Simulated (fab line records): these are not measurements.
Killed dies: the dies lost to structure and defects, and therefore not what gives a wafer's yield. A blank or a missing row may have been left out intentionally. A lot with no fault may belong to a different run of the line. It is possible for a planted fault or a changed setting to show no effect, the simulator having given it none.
8D (eight disciplines) problem report, filled in by code ; flow nand harc ; the parts of the form that need people (team, actions taken, sign-off) are left out

== 1. WHAT WENT WRONG ==
Mean of killed at array at NHARC_END_SORT_01: 94 across 2 wafers in 2 lots; on wafers with no fault it is 24 (standard deviation 7.4). That is +9.5 standard deviations from the usual mean.
First seen on wafer L427.3, day 23 19:37, on prober-01. The record holds 6 wafers of 2 lots with a number at this step. Rule for "out", or "out of limits": more than 4 standard deviations from the usual mean. The other wafers with a number count as sound.

== 2. WHAT IT IS AND WHAT IT IS NOT ==
question;is;is not
which readings at this step;killed at array, killed dies;killed at periphery, killed open, killed short
which lots;L427, L430;-
which wafers of those lots;L427.3, L430.4;L427.2, L427.5, L430.1, L430.6
read on which gauges;prober-01, prober-02;-
when;from day 23 19:37;"up to then (1 sound wafer); but 3 sound wafers of L427, L430 came after"

== 3. THE SUSPECTS, EACH WITH WHAT RULES IT OUT ==
Counting: any tool at a process step up to the reading remains a suspect provided it ran every lot that is out. Sound lots after the first of them don't rule it out here, since some wafers of a struck lot are sound.
- the gauge at NHARC_END_SORT_01: ruled out. The wafers that are out were read on 2 gauges (prober-01, prober-02).
- rie diel-12 at NHARC_A_CONTACT_ETCH_97 (etches the open film in C4F6/O2, target depth 20 nm, time 10 s): kept. It ran every lot that is out, first L427 (day 20 21:33).
- rie diel-07 at NHARC_A_BONDPAD_STRIP_15 (strips in O2): kept. It ran every lot that is out, first L427 (day 22 01:12).
- In rie diel-12 at NHARC_A_CONTACT_ETCH_97, the wafers that are out were processed in chamber 3 and their sound lot-mates in chambers 0, 2.
What counting leaves: rie diel-12 at NHARC_A_CONTACT_ETCH_97 and rie diel-07 at NHARC_A_BONDPAD_STRIP_15.

== 4. THE CAUSE (what the simulator had put in) ==
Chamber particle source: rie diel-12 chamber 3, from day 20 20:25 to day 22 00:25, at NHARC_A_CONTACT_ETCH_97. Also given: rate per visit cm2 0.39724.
After counting, 2 suspects remain, this tool included.

== 5. SEQUENCE OF EFFECTS, ordered by route ==
Each row: a reading where the mean over the struck wafers with a number is more than 3 standard deviations away from the usual. Readings are gone through only where the record gives a usual standard deviation; hours: the median, over the lots, of the time from a lot's start at the first step in this table giving one to that lot's start at this step; sigmas: the change measured in usual standard deviations.
hours;step;reading;usual;on struck wafers;change;sigmas
0;NHARC_END_SORT_01;killed at array;24;94;+70;+9.5
0;NHARC_END_SORT_01;killed dies;28;98;+70;+8.7

== 6. WHAT WOULD HAVE CAUGHT IT SOONER ==
71 hours passed between the start of the fault at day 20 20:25 and the first reading out of limits at a measuring or inspecting step in this record, taken at day 23 19:37.
Of the tool readings at NHARC_A_CONTACT_ETCH_97 for which the record gives a usual standard deviation, none was out on any struck wafer, so an alarm limit of 4 standard deviations on them would not have fired.
By day 23 19:37, every lot that is out (2) had started NHARC_A_CONTACT_ETCH_97 on rie diel-12. None of them would have been spared by holding the tool at that moment.
